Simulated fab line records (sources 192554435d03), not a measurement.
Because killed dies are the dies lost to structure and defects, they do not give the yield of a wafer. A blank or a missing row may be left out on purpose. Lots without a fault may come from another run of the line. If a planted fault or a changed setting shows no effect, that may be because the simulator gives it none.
fab line records + flow n5_finfet + part 2 of 2: steps 4 to 6 of 6
record:
- lots: 24
- wafers: 72
- last_day: 18
route steps=1938 shown DUMMY_GATE@245 SPACER0@259 SD_EPI_N@277 SD_EPI_P@304
lots that met no fault: taken from a fault-free run of the same line
start_h: hours from the record's first day to the start of the lot's first wafer shown + wait_h: time in hours since the lot's previous step + " as in the row above + L1.1+2: one row covering several wafers at once + - value missing, or start not given + * or withheld: withheld + < > ~ a bound
route shown NAME@n: a module of which the file shows steps, and the number in the route of the first + usual: the fault-free wafers' mean and standard deviation + same: alike in all rows + chamber/n: place in a boat + sites: each site's reading + _std_site: their standard deviation + _edge_site: outer sites' mean less inner sites' + radius_mm: how far each site lies from the wafer's centre + mask NAME#n: copy n + behind: the tool/chamber that last shaped the wafer + hold: reason for holding the lot/hours on hold/outcome of the hold + device: the n, p or np transistor that did not switch + end of line: tests of these same wafers at the route's end + a step with no rows: only its recipe + killed: dies lost to structure and defects at the first sort, not the wafer's yield + map: shows each die of a wafer: x if killed, . if not, _ if none is there
set.NAME: setting as actually run; set.NAME@STEP: the setting as run at that earlier step + model.NAME: the simulator's own value behind a step, which no gauge read
steps of the route over a sample of lots; a table a step, a row a wafer
services: from which hour (start_h, from the record's first day; less than 0 if before it) a tool's chamber was out of use, for how many hours, and why
== steps ==
step: N5_SD_EPI_N_ETCHBACK_44
recipe:
- chemistry: CH3F/O2
- mode: anisotropic_etchback
- target: SiNx
- target_depth_a: 145
- stop_on: SiO2
- over_etch_frac: 0.3
- ion_energy_ev: 120
- pressure_mtorr: 30
- source_w: 395
- bias_w: 73
- Ar_flow_sccm: 150
- CH3F_flow_sccm: 30
- O2_flow_sccm: 20
usual:
- drypump_motor_current_A: 5.9/0.57
- oes_f_703_au: 0.79/0.089
- oes_product_au: 0.68/0.074
- rf_vpp_V: 295.8/2.7
- showerhead_plenum_p_Torr: 1.99/0.078
- throttle_valve_pct: 16.41/0.16
| lot.wafer | tool        | chamber | start_h | wait_h | drypump_motor_current_A | oes_f_703_au | oes_product_au | rf_hours_counter_h | rf_vpp_V | showerhead_plenum_p_Torr | throttle_valve_pct |
|-----------|-------------|---------|---------|--------|-------------------------|--------------|----------------|--------------------|----------|--------------------------|--------------------|
| L074.2    | rie_diel-02 | 3       | 51.54   | 0.0    | 5.7                     | 0.77         | 0.67           | 128                | 297.1    | 2.09                     | 16.39              |
| L074.3    | "           | 2       | "       | "      | 5.1                     | 0.72         | 0.62           | 223                | 293.6    | 1.98                     | 16.48              |
| L074.4    | "           | 1       | "       | "      | 5.5                     | 0.76         | 0.67           | 131                | 299.1    | 1.93                     | 16.32              |
| L075.2    | rie_diel-02 | 3       | 60.97   | 0.0    | 5.7                     | 0.77         | 0.66           | 132                | 298.0    | 2.09                     | 16.41              |
| L075.3    | "           | 2       | "       | "      | 5.1                     | 0.71         | 0.61           | 226                | 293.5    | 1.98                     | 16.50              |
| L075.6    | "           | 1       | "       | "      | 5.5                     | 0.76         | 0.67           | -                  | 297.9    | 1.93                     | 16.34              |
| L076.1    | rie_diel-02 | 1       | 63.52   | 0.0    | 5.4                     | 0.76         | 0.67           | 135                | 298.9    | 1.92                     | 16.34              |
| L076.2    | "           | 3       | "       | "      | 5.7                     | 0.76         | 0.65           | 133                | 295.1    | 2.09                     | 16.43              |
| L076.4    | "           | 0       | "       | "      | 6.0                     | 0.71         | 0.60           | 211                | 293.0    | 1.89                     | 16.38              |
| L077.2    | rie_diel-01 | 1       | 69.50   | 0.0    | 6.0                     | 0.95         | 0.81           | 12                 | 297.3    | 2.05                     | 16.46              |
| L077.3    | "           | 3       | "       | "      | 5.4                     | 0.79         | 0.67           | 98                 | 298.2    | 2.02                     | 16.57              |
| L077.5    | "           | 3       | "       | "      | 5.4                     | 0.80         | 0.68           | -                  | 298.5    | 2.02                     | 16.55              |
| L078.2    | rie_diel-05 | 3       | 74.48   | 0.0    | 6.0                     | 0.72         | 0.61           | 227                | 295.3    | 1.89                     | 16.69              |
| L078.5    | "           | 0       | "       | "      | 6.5                     | 0.86         | 0.73           | -                  | 298.3    | 2.12                     | 16.20              |
| L078.6    | "           | 3       | "       | "      | 5.9                     | 0.72         | 0.60           | -                  | 294.1    | 1.89                     | 16.70              |
| L079.4    | rie_diel-05 | 1       | 81.87   | 0.1    | 6.7                     | 0.73         | 0.62           | -                  | 291.9    | 1.91                     | 16.40              |
| L079.5    | "           | 3       | "       | "      | 5.9                     | 0.72         | 0.60           | -                  | 296.1    | 1.89                     | 16.71              |
| L079.6    | "           | 0       | "       | "      | 6.6                     | 0.85         | 0.73           | -                  | 300.9    | 2.12                     | 16.21              |
| L080.3    | rie_diel-01 | 1       | 85.41   | 0.0    | 6.0                     | 0.94         | 0.79           | 17                 | 297.0    | 2.05                     | 16.45              |
| L080.4    | "           | 3       | "       | "      | 5.4                     | 0.79         | 0.67           | 103                | 297.5    | 2.02                     | 16.57              |
| L080.6    | "           | 1       | "       | "      | 6.0                     | 0.94         | 0.80           | -                  | 298.4    | 2.05                     | 16.48              |
| L081.3    | rie_diel-05 | 2       | 92.67   | 0.0    | 5.7                     | 0.96         | 0.81           | 4                  | 297.5    | 2.05                     | 16.44              |
| L081.4    | "           | 0       | "       | "      | 6.6                     | 0.85         | 0.73           | 68                 | 301.3    | 2.12                     | 16.22              |
| L081.5    | "           | 1       | "       | "      | 6.8                     | 0.72         | 0.62           | -                  | 292.7    | 1.91                     | 16.41              |
| L082.1    | rie_diel-05 | 2       | 96.27   | 0.0    | 5.7                     | 0.95         | 0.82           | 5                  | 298.2    | 2.05                     | 16.43              |
| L082.2    | "           | 3       | "       | "      | 5.9                     | 0.71         | 0.60           | 236                | 295.9    | 1.89                     | 16.72              |
| L082.3    | "           | 0       | "       | "      | 6.6                     | 0.85         | 0.71           | 69                 | 299.3    | 2.12                     | 16.23              |
| L083.3    | rie_diel-05 | 1       | 101.69  | 0.0    | 6.8                     | 0.72         | 0.61           | 176                | 295.0    | 1.91                     | 16.40              |
| L083.4    | "           | 0       | "       | "      | 6.6                     | 0.85         | 0.72           | 72                 | 299.5    | 2.12                     | 16.22              |
| L083.6    | "           | 1       | "       | "      | 6.8                     | 0.72         | 0.61           | -                  | 292.2    | 1.91                     | 16.41              |
| L084.2    | rie_diel-01 | 1       | 109.55  | 0.0    | 6.0                     | 0.92         | 0.78           | 25                 | 298.8    | 2.05                     | 16.49              |
| L084.3    | "           | 2       | "       | "      | 6.8                     | 0.79         | 0.67           | 130                | 296.0    | 2.02                     | 16.37              |
| L084.5    | "           | 1       | "       | "      | 6.0                     | 0.92         | 0.78           | -                  | 298.3    | 2.05                     | 16.49              |
| L085.1    | rie_diel-02 | 1       | 115.13  | 0.0    | 5.5                     | 0.74         | 0.66           | 156                | 297.7    | 1.92                     | 16.37              |
| L085.3    | "           | 2       | "       | "      | 5.1                     | 0.70         | 0.61           | 246                | 293.3    | 1.97                     | 16.52              |
| L085.6    | "           | 2       | "       | "      | 5.1                     | 0.70         | 0.60           | -                  | 294.9    | 1.97                     | 16.53              |
| L086.1    | rie_diel-02 | 2       | 122.93  | 0.0    | 5.1                     | 0.70         | 0.60           | 248                | 293.2    | 1.97                     | 16.52              |
| L086.2    | "           | 1       | "       | "      | 5.5                     | 0.74         | 0.65           | 158                | 298.2    | 1.92                     | 16.39              |
| L086.5    | "           | 0       | "       | "      | 6.0                     | 0.70         | 0.59           | -                  | 291.4    | 1.89                     | 16.43              |
| L087.2    | rie_diel-05 | 2       | 125.78  | 0.0    | 5.7                     | 0.91         | 0.79           | 15                 | 297.0    | 2.05                     | 16.47              |
| L087.3    | "           | 1       | "       | "      | 6.7                     | 0.70         | 0.61           | 185                | 292.6    | 1.91                     | 16.43              |
| L087.4    | "           | 3       | "       | "      | 5.9                     | 0.71         | 0.59           | 248                | 296.8    | 1.88                     | 16.72              |
| L088.2    | rie_diel-05 | 1       | 134.64  | 0.0    | 6.7                     | 0.72         | 0.60           | 188                | 292.6    | 1.91                     | 16.43              |
| L088.3    | "           | 2       | "       | "      | 5.7                     | 0.92         | 0.77           | 19                 | 297.7    | 2.05                     | 16.46              |
| L088.4    | "           | 0       | "       | "      | 6.6                     | 0.83         | 0.71           | -                  | 299.7    | 2.11                     | 16.24              |
| L089.1    | rie_diel-01 | 1       | 138.90  | 0.0    | 6.0                     | 0.90         | 0.76           | 39                 | 296.1    | 2.04                     | 16.50              |
| L089.4    | "           | 3       | "       | "      | 5.4                     | 0.77         | 0.66           | -                  | 297.8    | 2.01                     | 16.60              |
| L089.6    | "           | 1       | "       | "      | 6.0                     | 0.90         | 0.75           | -                  | 298.4    | 2.04                     | 16.51              |
| L090.1    | rie_diel-05 | 1       | 146.14  | 0.0    | 6.7                     | 0.70         | 0.61           | 193                | 292.4    | 1.91                     | 16.45              |
| L090.3    | "           | 0       | "       | "      | 6.6                     | 0.83         | 0.70           | -                  | 300.9    | 2.11                     | 16.26              |
| L090.6    | "           | 0       | "       | "      | 6.6                     | 0.81         | 0.70           | -                  | 302.6    | 2.11                     | 16.26              |
| L091.1    | rie_diel-01 | 0       | 151.55  | 0.0    | 5.2                     | 0.98         | 0.82           | 3                  | 293.0    | 1.97                     | 16.14              |
| L091.3    | "           | 3       | "       | "      | 5.4                     | 0.76         | 0.66           | 130                | 298.6    | 2.01                     | 16.64              |
| L091.4    | "           | 2       | "       | "      | 6.8                     | 0.77         | 0.66           | 148                | 294.9    | 2.01                     | 16.42              |
| L092.3    | rie_diel-02 | 2       | 156.51  | 0.0    | 5.1                     | 0.96         | 0.81           | 2                  | 295.3    | 1.97                     | 16.07              |
| L092.4    | "           | 0       | "       | "      | 6.0                     | 0.68         | 0.58           | 250                | 291.4    | 1.88                     | 16.45              |
| L092.6    | "           | 3       | "       | "      | 5.7                     | 0.74         | 0.64           | -                  | 297.0    | 2.08                     | 16.47              |
| L093.1    | rie_diel-02 | 2       | 162.91  | 0.0    | 5.1                     | 0.93         | 0.80           | 5                  | 295.5    | 1.97                     | 16.08              |
| L093.3    | "           | 1       | "       | "      | 5.4                     | 0.73         | 0.64           | 177                | 296.4    | 1.91                     | 16.42              |
| L093.4    | "           | 0       | "       | "      | 6.0                     | 0.69         | 0.58           | -                  | 291.3    | 1.88                     | 16.44              |
| L094.4    | rie_diel-01 | 3       | 168.91  | 0.0    | 5.4                     | 0.76         | 0.65           | 135                | 297.0    | 2.01                     | 16.61              |
| L094.5    | "           | 0       | "       | "      | 5.2                     | 0.95         | 0.81           | -                  | 292.1    | 1.96                     | 16.14              |
| L094.6    | "           | 1       | "       | "      | 6.0                     | 0.88         | 0.74           | -                  | 296.3    | 2.04                     | 16.54              |
| L095.1    | rie_diel-01 | 1       | 176.77  | 0.0    | 6.0                     | 0.88         | 0.74           | 52                 | 296.6    | 2.04                     | 16.54              |
| L095.3    | "           | 2       | "       | "      | 6.8                     | 0.76         | 0.64           | 156                | 295.1    | 2.01                     | 16.42              |
| L095.5    | "           | 2       | "       | "      | 6.8                     | 0.77         | 0.64           | -                  | 294.5    | 2.01                     | 16.44              |
| L096.1    | rie_diel-02 | 2       | 181.50  | 0.0    | 5.1                     | 0.90         | 0.77           | 14                 | 293.9    | 1.96                     | 16.10              |
| L096.3    | "           | 1       | "       | "      | 5.4                     | 0.72         | 0.63           | 186                | 297.9    | 1.91                     | 16.44              |
| L096.4    | "           | 2       | "       | "      | 5.1                     | 0.90         | 0.77           | -                  | 293.8    | 1.96                     | 16.09              |
| L097.3    | rie_diel-02 | 2       | 189.08  | 0.0    | 5.1                     | 0.90         | 0.77           | 17                 | 293.9    | 1.96                     | 16.09              |
| L097.4    | "           | 1       | "       | "      | 5.5                     | 0.72         | 0.63           | 189                | 297.6    | 1.91                     | 16.45              |
| L097.5    | "           | 0       | "       | "      | 6.0                     | 1.01         | 0.85           | -                  | 296.1    | 2.13                     | 16.00              |
step: N5_SD_EPI_N_VAPOR_ETCH_50
recipe:
- chemistry: HCl
- target: Si
- temp_c: 775
- time_s: 54
- pressure_torr: 20
- mode: isotropic
usual:
- throttle_valve_pct: 11.80/0.16
| lot.wafer | tool         | chamber | start_h | wait_h | throttle_valve_pct |
|-----------|--------------|---------|---------|--------|--------------------|
| L074.2    | epi_rpcvd-03 | 0       | 52.65   | 0.3    | 11.91              |
| L074.3    | "            | 0       | "       | "      | 12.13              |
| L074.4    | "            | 0       | "       | "      | 11.80              |
| L075.2    | epi_rpcvd-02 | 0       | 62.31   | 0.3    | 11.72              |
| L075.3    | "            | 0       | "       | "      | 11.66              |
| L075.6    | "            | 0       | "       | "      | 11.58              |
| L076.1    | epi_rpcvd-04 | 0       | 64.72   | 0.4    | 11.74              |
| L076.2    | "            | 0       | "       | "      | 11.74              |
| L076.4    | "            | 0       | "       | "      | 11.88              |
| L077.2    | epi_rpcvd-04 | 0       | 70.75   | 0.4    | 11.94              |
| L077.3    | "            | 0       | "       | "      | 11.95              |
| L077.5    | "            | 0       | "       | "      | 11.76              |
| L078.2    | epi_rpcvd-02 | 0       | 75.59   | 0.3    | 11.84              |
| L078.5    | "            | 0       | "       | "      | 11.57              |
| L078.6    | "            | 0       | "       | "      | 11.69              |
| L079.4    | epi_rpcvd-04 | 0       | 83.14   | 0.3    | 11.73              |
| L079.5    | "            | 0       | "       | "      | 11.88              |
| L079.6    | "            | 0       | "       | "      | 12.04              |
| L080.3    | epi_rpcvd-02 | 0       | 86.61   | 0.2    | 11.89              |
| L080.4    | "            | 0       | "       | "      | 11.69              |
| L080.6    | "            | 0       | "       | "      | 11.67              |
| L081.3    | epi_rpcvd-03 | 0       | 93.97   | 0.3    | 11.80              |
| L081.4    | "            | 0       | "       | "      | 11.76              |
| L081.5    | "            | 0       | "       | "      | 11.61              |
| L082.1    | epi_rpcvd-02 | 0       | 97.35   | 0.3    | 11.71              |
| L082.2    | "            | 0       | "       | "      | 11.84              |
| L082.3    | "            | 0       | "       | "      | 11.75              |
| L083.3    | epi_rpcvd-02 | 0       | 102.83  | 0.2    | 11.70              |
| L083.4    | "            | 0       | "       | "      | 11.73              |
| L083.6    | "            | 0       | "       | "      | 11.69              |
| L084.2    | epi_rpcvd-04 | 0       | 110.66  | 0.3    | 11.75              |
| L084.3    | "            | 0       | "       | "      | 12.15              |
| L084.5    | "            | 0       | "       | "      | 11.89              |
| L085.1    | epi_rpcvd-04 | 0       | 116.22  | 0.3    | 12.00              |
| L085.3    | "            | 0       | "       | "      | 11.91              |
| L085.6    | "            | 0       | "       | "      | 11.98              |
| L086.1    | epi_rpcvd-02 | 0       | 124.25  | 0.4    | 11.76              |
| L086.2    | "            | 0       | "       | "      | 11.70              |
| L086.5    | "            | 0       | "       | "      | 11.72              |
| L087.2    | epi_rpcvd-03 | 0       | 126.89  | 0.3    | 11.57              |
| L087.3    | "            | 0       | "       | "      | 11.45              |
| L087.4    | "            | 0       | "       | "      | 12.04              |
| L088.2    | epi_rpcvd-02 | 0       | 135.82  | 0.3    | 11.77              |
| L088.3    | "            | 0       | "       | "      | 11.76              |
| L088.4    | "            | 0       | "       | "      | 11.59              |
| L089.1    | epi_rpcvd-03 | 0       | 139.98  | 0.3    | 11.95              |
| L089.4    | "            | 0       | "       | "      | 11.69              |
| L089.6    | "            | 0       | "       | "      | 11.92              |
| L090.1    | epi_rpcvd-02 | 0       | 147.36  | 0.3    | 11.79              |
| L090.3    | "            | 0       | "       | "      | 11.72              |
| L090.6    | "            | 0       | "       | "      | 11.58              |
| L091.1    | epi_rpcvd-03 | 0       | 152.69  | 0.3    | 11.85              |
| L091.3    | "            | 0       | "       | "      | 11.70              |
| L091.4    | "            | 0       | "       | "      | 11.50              |
| L092.3    | epi_rpcvd-03 | 0       | 157.65  | 0.2    | 11.60              |
| L092.4    | "            | 0       | "       | "      | 11.72              |
| L092.6    | "            | 0       | "       | "      | 11.75              |
| L093.1    | epi_rpcvd-03 | 0       | 163.99  | 0.3    | 11.77              |
| L093.3    | "            | 0       | "       | "      | 11.73              |
| L093.4    | "            | 0       | "       | "      | 11.72              |
| L094.4    | epi_rpcvd-02 | 0       | 170.08  | 0.2    | 12.19              |
| L094.5    | "            | 0       | "       | "      | 11.92              |
| L094.6    | "            | 0       | "       | "      | 11.84              |
| L095.1    | epi_rpcvd-02 | 0       | 177.85  | 0.3    | 11.84              |
| L095.3    | "            | 0       | "       | "      | 11.79              |
| L095.5    | "            | 0       | "       | "      | 11.63              |
| L096.1    | epi_rpcvd-04 | 0       | 182.58  | 0.3    | 12.02              |
| L096.3    | "            | 0       | "       | "      | 12.21              |
| L096.4    | "            | 0       | "       | "      | 11.72              |
| L097.3    | epi_rpcvd-02 | 0       | 190.22  | 0.2    | 11.44              |
| L097.4    | "            | 0       | "       | "      | 11.86              |
| L097.5    | "            | 0       | "       | "      | 11.79              |
step: N5_SD_EPI_P_OVL_MEAS_10
recipe:
- points_per_wafer: 44
usual:
- SD_P_BLK_OVL: -0.2/0.85
| lot.wafer | tool       | chamber | start_h | wait_h | SD_P_BLK_OVL[nm] |
|-----------|------------|---------|---------|--------|------------------|
| L074.2    | overlay-01 | 0       | 55.53   | 0.0    | -0.9             |
| L074.3    | "          | 0       | "       | "      | -1.1             |
| L074.4    | "          | 0       | "       | "      | -0.9             |
| L075.2    | overlay-01 | 0       | 65.16   | 0.0    | -0.5             |
| L075.3    | "          | 0       | "       | "      | -1.1             |
| L075.6    | "          | 0       | "       | "      | 0.4              |
| L076.1    | overlay-01 | 0       | 68.22   | 0.0    | -0.3             |
| L076.2    | "          | 0       | "       | "      | -2.1             |
| L076.4    | "          | 0       | "       | "      | -1.3             |
| L077.2    | overlay-01 | 0       | 74.28   | 0.0    | -0.1             |
| L077.3    | "          | 0       | "       | "      | -0.6             |
| L077.5    | "          | 0       | "       | "      | -1.0             |
| L078.2    | overlay-02 | 0       | 78.44   | 0.0    | -1.9             |
| L078.5    | "          | 0       | "       | "      | -1.3             |
| L078.6    | "          | 0       | "       | "      | 0.0              |
| L079.4    | overlay-01 | 0       | 86.53   | 0.0    | -0.4             |
| L079.5    | "          | 0       | "       | "      | 1.5              |
| L079.6    | "          | 0       | "       | "      | -0.6             |
| L080.3    | overlay-01 | 0       | 89.54   | 0.0    | -0.8             |
| L080.4    | "          | 0       | "       | "      | -0.6             |
| L080.6    | "          | 0       | "       | "      | -1.7             |
| L081.3    | overlay-01 | 0       | 97.95   | 0.0    | 0.7              |
| L081.4    | "          | 0       | "       | "      | 0.7              |
| L081.5    | "          | 0       | "       | "      | 0.1              |
| L082.1    | overlay-02 | 0       | 100.21  | 0.0    | 0.9              |
| L082.2    | "          | 0       | "       | "      | 0.0              |
| L082.3    | "          | 0       | "       | "      | -0.5             |
| L083.3    | overlay-01 | 0       | 105.66  | 0.0    | -1.1             |
| L083.4    | "          | 0       | "       | "      | -2.4             |
| L083.6    | "          | 0       | "       | "      | -1.7             |
| L084.2    | overlay-01 | 0       | 113.53  | 0.0    | 0.8              |
| L084.3    | "          | 0       | "       | "      | 0.1              |
| L084.5    | "          | 0       | "       | "      | 1.0              |
| L085.1    | overlay-01 | 0       | 119.20  | 0.0    | 0.5              |
| L085.3    | "          | 0       | "       | "      | -0.2             |
| L085.6    | "          | 0       | "       | "      | -2.6             |
| L086.1    | overlay-01 | 0       | 127.76  | 0.0    | -0.4             |
| L086.2    | "          | 0       | "       | "      | 0.5              |
| L086.5    | "          | 0       | "       | "      | -0.7             |
| L087.2    | overlay-01 | 0       | 129.76  | 0.0    | -0.2             |
| L087.3    | "          | 0       | "       | "      | -2.0             |
| L087.4    | "          | 0       | "       | "      | -1.7             |
| L088.2    | overlay-01 | 0       | 138.54  | 0.0    | -0.2             |
| L088.3    | "          | 0       | "       | "      | -0.5             |
| L088.4    | "          | 0       | "       | "      | 0.1              |
| L089.1    | overlay-01 | 0       | 142.92  | 0.0    | 0.4              |
| L089.4    | "          | 0       | "       | "      | 0.9              |
| L089.6    | "          | 0       | "       | "      | 0.4              |
| L090.1    | overlay-01 | 0       | 150.26  | 0.0    | 0.3              |
| L090.3    | "          | 0       | "       | "      | -0.5             |
| L090.6    | "          | 0       | "       | "      | -0.8             |
| L091.1    | overlay-02 | 0       | 155.69  | 0.0    | -0.3             |
| L091.3    | "          | 0       | "       | "      | -0.6             |
| L091.4    | "          | 0       | "       | "      | 0.7              |
| L092.3    | overlay-01 | 0       | 160.50  | 0.0    | 0.6              |
| L092.4    | "          | 0       | "       | "      | 1.2              |
| L092.6    | "          | 0       | "       | "      | 1.0              |
| L093.1    | overlay-02 | 0       | 166.87  | 0.0    | -1.5             |
| L093.3    | "          | 0       | "       | "      | -0.8             |
| L093.4    | "          | 0       | "       | "      | 0.5              |
| L094.4    | overlay-01 | 0       | 172.93  | 0.0    | 0.1              |
| L094.5    | "          | 0       | "       | "      | 0.0              |
| L094.6    | "          | 0       | "       | "      | 0.0              |
| L095.1    | overlay-01 | 0       | 181.34  | 0.0    | -0.9             |
| L095.3    | "          | 0       | "       | "      | -0.4             |
| L095.5    | "          | 0       | "       | "      | -1.0             |
| L096.1    | overlay-02 | 0       | 185.60  | 0.0    | 0.0              |
| L096.3    | "          | 0       | "       | "      | 0.5              |
| L096.4    | "          | 0       | "       | "      | 0.7              |
| L097.3    | overlay-02 | 0       | 193.20  | 0.0    | 0.8              |
| L097.4    | "          | 0       | "       | "      | 0.8              |
| L097.5    | "          | 0       | "       | "      | 1.0              |
== services ==
| tool         | chamber | start_h | hours | kind   |
|--------------|---------|---------|-------|--------|
| epi_rpcvd-02 | -       | 29.58   | 2.8   | pm     |
| rie_diel-06  | 1       | 41.22   | 1.6   | repair |
| rie_diel-05  | 2       | 47.66   | 10.7  | repair |
| rie_diel-04  | 0       | 50.78   | 10.5  | repair |
| rie_diel-05  | 1       | 54.83   | 4.8   | repair |
| rie_diel-04  | 2       | 56.88   | 8.0   | repair |
| ald_sin-02   | 2       | 57.17   | 6.6   | repair |
| rie_diel-03  | 2       | 63.18   | 10.1  | repair |
| rie_diel-03  | 1       | 74.24   | 13.3  | repair |
| ald_sin-02   | -       | 76.45   | 0.5   | repair |
| ald_sin-04   | 0       | 91.54   | 10.6  | repair |
| rie_diel-06  | 1       | 95.07   | 7.2   | repair |
| ald_sin-02   | 0       | 95.58   | 5.3   | repair |
| rie_diel-04  | 3       | 99.51   | 9.3   | repair |
| rie_diel-03  | -       | 115.29  | 0.2   | repair |
| rie_diel-06  | 1       | 127.85  | 16.1  | repair |
| rie_diel-03  | 1       | 137.57  | 4.6   | repair |
| epi_rpcvd-02 | -       | 142.97  | 0.6   | repair |
| rie_diel-05  | 2       | 143.71  | 5.1   | repair |
| rie_diel-02  | 0       | 158.33  | 3.4   | repair |
| rie_diel-02  | 3       | 159.94  | 8.9   | repair |
| ald_sin-02   | -       | 178.63  | 14.0  | pm     |
| rie_diel-03  | 2       | 186.97  | 12.4  | repair |
| rie_diel-04  | 1       | 190.01  | 6.3   | repair |
